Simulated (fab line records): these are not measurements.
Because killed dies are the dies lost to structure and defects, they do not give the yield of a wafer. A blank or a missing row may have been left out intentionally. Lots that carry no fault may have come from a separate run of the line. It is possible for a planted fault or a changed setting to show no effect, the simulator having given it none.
fab line records	flow n5-finfet
[record] lots = 7	wafers = 39
route steps=1938 shown BEOL_M13@1696
start-h: hours from the record's first day to the start of the lot's first wafer shown	wait-h: hours from the lot's prior step to this one	" repeats the value in the row above	L1.1+2: several wafers, shown together as one row	- no value, or no start was given	* or withheld: withheld	< > ~ a bound
route shown NAME@n: names a module that has steps shown in the file, with the first one's number in the route	usual: average and standard deviation across the fault-free wafers	same: alike in all rows	chamber/n: place in a boat	sites: per-site readings	_std_site: standard deviation across them	_edge_site: the outer-site mean with the inner-site mean subtracted	radius-mm: for every site, how far away it sits from the centre of the wafer	mask NAME#n: copy n	behind: the most recent tool/chamber to have shaped the wafer	hold: cause of the lot's hold/its duration in hours/its outcome	device: whichever transistor did not switch (one of n, p or np)	end of line: the route-end tests of the same wafers	where a step has no rows: the recipe by itself	killed: the dies lost at the first sort to structure and to defects; this is not the yield of the wafer	map: per-die view of a wafer (x killed, . not killed, _ where there is no die)
set.NAME: the setting that was run; set.NAME@STEP: the one run at that earlier step	model.NAME: the simulator's own value behind a step, which no gauge read
lots where settings were altered on purpose, with a table for each step and a row for each wafer
[[steps]]
[step N5_BEOL_M13_TRENCH_ETCH_34]
[recipe] chemistry = C4F8/O2/Ar	target = SiOC	target-depth-a = 4134.7	mask-material = SOC	pressure-mtorr = 30	source-w = 3000	bias-w = 700	Ar_flow_sccm = 400	C4F8_flow_sccm = 15	O2_flow_sccm = 8	he-inner-torr = 15	he-outer-torr = 30	time-s = 162.6	ion-energy-ev = 250
lot.wafer	tool	chamber	start-h	wait-h	set.time-s	model.etch.depth-nm
L075.1	rie-diel-01	1	263.29	0.0	162.6	403.9
L075.2	"	2	"	"	162.6	405.1
L075.3	"	0	"	"	162.6	398.4
L075.4	"	3	"	"	162.6	406.1
L075.5	"	1	"	"	162.6	402.7
L075.6	"	0	"	"	162.6	400.7
L078.1	rie-diel-02	3	277.06	0.0	162.6	427.4
L078.5	"	3	"	"	162.6	425.1
L078.6	"	0	"	"	162.6	425
L080.1	rie-diel-03	1	291.92	0.0	71.79	191.6
L080.2	"	3	"	"	71.79	181.3
L080.3	"	0	"	"	162.6	409.4
L080.4	"	2	"	"	162.6	424.5
L080.5	"	0	"	"	162.6	414.3
L080.6	"	1	"	"	71.79	189.5
L085.1	rie-diel-01	2	313.22	0.0	162.6	407.4
L085.2	"	1	"	"	162.6	412.7
L085.3	"	0	"	"	162.6	400.1
L085.4	"	3	"	"	162.6	406.4
L085.5	"	0	"	"	162.6	398
L085.6	"	3	"	"	162.6	405.2
L088.1	rie-diel-02	1	323.73	0.0	162.6	396.9
L088.2	"	0	"	"	110.1	283
L088.3	"	3	"	"	162.6	415.8
L088.4	"	3	"	"	110.1	280.9
L088.5	"	1	"	"	162.6	397.4
L088.6	"	0	"	"	110.1	282.2
L084.1	rie-diel-03	0	324.02	0.0	162.6	411.5
L084.2	"	1	"	"	162.6	428.6
L084.3	"	3	"	"	162.6	406.5
L084.4	"	0	"	"	162.6	409.6
L084.5	"	3	"	"	162.6	410.3
L084.6	"	1	"	"	162.6	430
L095.1	rie-diel-03	0	390.31	0.0	162.6	418.6
L095.2	"	3	"	"	162.6	402.7
L095.3	"	1	"	"	260.1	683.6
L095.4	"	2	"	"	260.1	682.4
L095.5	"	3	"	"	260.1	644.7
L095.6	"	2	"	"	162.6	427.8
[step N5_BEOL_M13_STRIP_70]
[recipe] chemistry = C4F8/O2/Ar	resist = SiARC	rf-frequency-hz = 6e+07
[step N5_BEOL_M13_OCD_MEAS_35]
[usual] trench-depth-nm = 410/9.9
lot.wafer	tool	chamber	start-h	wait-h	set.time-s@BEOL_M13_TRENCH_ETCH_34	trench-depth-nm
L075.1	ocd-02	-	263.46	0.0	162.6	404
L075.2	"	-	"	"	162.6	405
L075.3	"	-	"	"	162.6	398
L075.4	"	-	"	"	162.6	406
L075.5	"	-	"	"	162.6	403
L075.6	"	-	"	"	162.6	401
L078.1	ocd-01	-	277.24	0.0	162.6	428
L078.5	"	-	"	"	162.6	425
L078.6	"	-	"	"	162.6	425
L080.1	ocd-02	-	292.09	0.0	71.79	191
L080.2	"	-	"	"	71.79	181
L080.3	"	-	"	"	162.6	409
L080.4	"	-	"	"	162.6	425
L080.5	"	-	"	"	162.6	414
L080.6	"	-	"	"	71.79	189
L085.1	ocd-01	-	313.40	0.0	162.6	408
L085.2	"	-	"	"	162.6	413
L085.3	"	-	"	"	162.6	400
L085.4	"	-	"	"	162.6	407
L085.5	"	-	"	"	162.6	398
L085.6	"	-	"	"	162.6	406
L088.1	ocd-02	-	323.90	0.0	162.6	397
L088.2	"	-	"	"	110.1	283
L088.3	"	-	"	"	162.6	416
L088.4	"	-	"	"	110.1	281
L088.5	"	-	"	"	162.6	398
L088.6	"	-	"	"	110.1	282
L084.1	ocd-01	-	324.20	0.0	162.6	411
L084.2	"	-	"	"	162.6	428
L084.3	"	-	"	"	162.6	407
L084.4	"	-	"	"	162.6	410
L084.5	"	-	"	"	162.6	410
L084.6	"	-	"	"	162.6	431
L095.1	ocd-02	-	390.48	0.0	162.6	418
L095.2	"	-	"	"	162.6	402
L095.3	"	-	"	"	260.1	684
L095.4	"	-	"	"	260.1	682
L095.5	"	-	"	"	260.1	644
L095.6	"	-	"	"	162.6	428
[step N5_BEOL_M13_STRIP_37]
[recipe] chemistry = N2/H2	power-w = 1000	temp-c = 250	h2-frac = 0.65	overash-fraction = 0.3	pressure-mtorr = withheld	n2-flow-sccm = 1750	h2-flow-sccm = 3250
[step N5_BEOL_M13_ETCH_38]
[recipe] chemistry = CF4/N2	target = SiCN	target-depth-a = 675	taper-deg = 2	time-s = 71.9	ion-energy-ev = 150	mask-material = SiO2	pressure-mtorr = 40	source-w = 430	bias-w = 70	Ar_flow_sccm = 100	cf4-flow-sccm = 60	n2-flow-sccm = 60
[step N5_BEOL_M13_ECD_47]
[recipe] material = Cu	target-thk-a = 9360
[step N5_BEOL_M13_ANNEAL_48]
[recipe] temp-c = 225	time-s = 90	ambient = N2
[step N5_BEOL_M13_CMP_49]
[recipe] stop-on = SiOC	t-overpolish-s = 17.1	down-force-psi = 1	platen-rpm = 50	clearing-platen-down-force-psi = 1.5	clearing-platen-rpm = 50	post-cmp-clean = cu-alkaline	target-thk-nm = 420	clearing-platen-pad-velocity-m-s = 0.99484	pad-velocity-m-s = 0.99484
lot.wafer	tool	chamber	start-h	wait-h	set.time-s@BEOL_M13_TRENCH_ETCH_34	model.Cu_of_BEOL_M13_ECD_47.thk-nm
L075.1+4	cmp-01	0,2	266.38	0.5	162.6	410.2
L075.3	"	1	"	"	162.6	404.6
L075.2	"	3	"	"	162.6	410.8
L075.6	"	0	"	"	162.6	407
L075.5	"	1	"	"	162.6	409.6
L078.1	cmp-01	2	279.55	0.4	162.6	433
L078.6	"	3	"	"	162.6	429.4
L078.5	"	0	"	"	162.6	430
L080.3	cmp-04	0	293.96	0.2	162.6	419.6
L080.2	"	1	"	"	71.79	186
L080.4	"	2	"	"	162.6	429.4
L080.1	"	3	"	"	71.79	197
L080.6	"	0	"	"	71.79	198.6
L080.5	"	1	"	"	162.6	419.2
L085.3	cmp-04	0	316.00	0.2	162.6	408.8
L085.2	"	1	"	"	162.6	417.8
L085.4	"	2	"	"	162.6	411
L085.1	"	3	"	"	162.6	412.8
L085.5	"	0	"	"	162.6	407.6
L085.6	"	1	"	"	162.6	410.4
L088.4	cmp-03	0	326.11	0.2	110.1	286.4
L088.2	"	1	"	"	110.1	289.8
L088.3	"	2	"	"	162.6	422.8
L088.1	"	3	"	"	162.6	403.4
L088.5	"	0	"	"	162.6	403.6
L088.6	"	1	"	"	110.1	287.2
L084.3	cmp-01	1	327.45	0.2	162.6	412.4
L084.1	"	2	"	"	162.6	417.2
L084.4	"	3	"	"	162.6	414.2
L084.2	"	0	"	"	162.6	435.4
L084.6	"	1	"	"	162.6	436
L084.5	"	2	"	"	162.6	414.6
L095.4	cmp-04	0	391.62	0.1	260.1	691.4
L095.1	"	1	"	"	162.6	422.4
L095.3	"	2	"	"	260.1	687
L095.2	"	3	"	"	162.6	408
L095.5	"	0	"	"	260.1	651.6
L095.6	"	1	"	"	162.6	433
[step N5_BEOL_M13_THK_MEAS_50]
[recipe] thk-meas-gauge = xrf	reads = Cu_of_BEOL_M13_ECD_47
[usual] M13_THK = 416/11
lot.wafer	tool	chamber	start-h	wait-h	set.time-s@BEOL_M13_TRENCH_ETCH_34	M13_THK[nm]
L075.1	film-metro-02	-	266.68	-	162.6	411
L075.2	"	-	"	"	162.6	411
L075.3	"	-	"	"	162.6	405
L075.4	"	-	"	"	162.6	408
L075.5	"	-	"	"	162.6	411
L075.6	"	-	"	"	162.6	406
L078.1	film-metro-01	-	279.73	-	162.6	433
L078.5	"	-	"	"	162.6	427
L078.6	"	-	"	"	162.6	428
L080.1	film-metro-01	-	294.26	-	71.79	199
L080.2	"	-	"	"	71.79	187
L080.3	"	-	"	"	162.6	422
L080.4	"	-	"	"	162.6	433
L080.5	"	-	"	"	162.6	423
L080.6	"	-	"	"	71.79	201
L085.1	film-metro-02	-	316.29	-	162.6	416
L085.2	"	-	"	"	162.6	422
L085.3	"	-	"	"	162.6	411
L085.4	"	-	"	"	162.6	413
L085.5	"	-	"	"	162.6	410
L085.6	"	-	"	"	162.6	414
L088.1	film-metro-02	-	326.40	-	162.6	407
L088.2	"	-	"	"	110.1	292
L088.3	"	-	"	"	162.6	428
L088.4	"	-	"	"	110.1	289
L088.5	"	-	"	"	162.6	407
L088.6	"	-	"	"	110.1	289
L084.1	film-metro-02	-	327.74	-	162.6	423
L084.2	"	-	"	"	162.6	438
L084.3	"	-	"	"	162.6	417
L084.4	"	-	"	"	162.6	418
L084.5	"	-	"	"	162.6	420
L084.6	"	-	"	"	162.6	439
L095.1	film-metro-02	-	391.91	-	162.6	427
L095.2	"	-	"	"	162.6	413
L095.3	"	-	"	"	260.1	700
L095.4	"	-	"	"	260.1	704
L095.5	"	-	"	"	260.1	662
L095.6	"	-	"	"	162.6	440
[step N5_BEOL_M13_PRE_CLEAN_52]
[recipe] gas = NH3	time-s = 15	temp-c = withheld	rf-power-w = 300
[step N5_BEOL_M13_DEP_53]
[recipe] material = SiCN	target-thk-a = 500	temp-c = withheld	precursor = 3MS/NH3	pressure-torr = 3	rf-w = 675	time-s = 17.8
[step N5_BEOL_M13_RS_MEAS_54]
[recipe] thk-meas-gauge = four-point-probe	reads = Cu_of_BEOL_M13_ECD_47+Ta_of_BEOL_M13_SPUTTER_44+TaN_of_BEOL_M13_SPUTTER_43
[usual] M13_RS = 0.0454/0.0011
lot.wafer	tool	chamber	start-h	wait-h	set.time-s@BEOL_M13_TRENCH_ETCH_34	M13_RS[ohm/sq]
L075.1	film-metro-02	-	266.81	0.0	162.6	0.0461
L075.2	"	-	"	"	162.6	0.0460
L075.3	"	-	"	"	162.6	0.0467
L075.4	"	-	"	"	162.6	0.0462
L075.5	"	-	"	"	162.6	0.0462
L075.6	"	-	"	"	162.6	0.0465
L078.1	film-metro-01	-	279.86	0.0	162.6	0.0435
L078.5	"	-	"	"	162.6	0.0438
L078.6	"	-	"	"	162.6	0.0439
L080.1	film-metro-02	-	294.39	0.0	71.79	0.0999
L080.2	"	-	"	"	71.79	0.1061
L080.3	"	-	"	"	162.6	0.0451
L080.4	"	-	"	"	162.6	0.0440
L080.5	"	-	"	"	162.6	0.0450
L080.6	"	-	"	"	71.79	0.0990
L085.1	film-metro-02	-	316.42	0.0	162.6	0.0458
L085.2	"	-	"	"	162.6	0.0453
L085.3	"	-	"	"	162.6	0.0463
L085.4	"	-	"	"	162.6	0.0461
L085.5	"	-	"	"	162.6	0.0464
L085.6	"	-	"	"	162.6	0.0461
L088.1	film-metro-02	-	326.53	0.0	162.6	0.0470
L088.2	"	-	"	"	110.1	0.0661
L088.3	"	-	"	"	162.6	0.0447
L088.4	"	-	"	"	110.1	0.0670
L088.5	"	-	"	"	162.6	0.0469
L088.6	"	-	"	"	110.1	0.0667
L084.1	film-metro-02	-	327.87	0.0	162.6	0.0453
L084.2	"	-	"	"	162.6	0.0433
L084.3	"	-	"	"	162.6	0.0459
L084.4	"	-	"	"	162.6	0.0456
L084.5	"	-	"	"	162.6	0.0456
L084.6	"	-	"	"	162.6	0.0434
L095.1	film-metro-02	-	392.04	0.0	162.6	0.0447
L095.2	"	-	"	"	162.6	0.0464
L095.3	"	-	"	"	260.1	0.0272
L095.4	"	-	"	"	260.1	0.0270
L095.5	"	-	"	"	260.1	0.0287
L095.6	"	-	"	"	162.6	0.0436
[[key]]
[split] step = N5_BEOL_M13_TRENCH_ETCH_34	setting = time-s	stated = 162.6	by = wafer
[response] step = N5_BEOL_M13_TRENCH_ETCH_34	reading = model.etch.depth-nm	change = +4.11	per = 1%	r = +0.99
[response] step = N5_BEOL_M13_OCD_MEAS_35	reading = trench-depth-nm	change = +4.11	per = 1%	r = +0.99
[response] step = N5_BEOL_M13_CMP_49	reading = model.Cu_of_BEOL_M13_ECD_47.thk-nm	change = +4.13	per = 1%	r = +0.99
[response] step = N5_BEOL_M13_THK_MEAS_50	reading = M13_THK	change = +4.2	per = 1%	r = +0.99
[response] step = N5_BEOL_M13_RS_MEAS_54	reading = M13_RS	change = -0.000629	per = 1%	r = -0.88
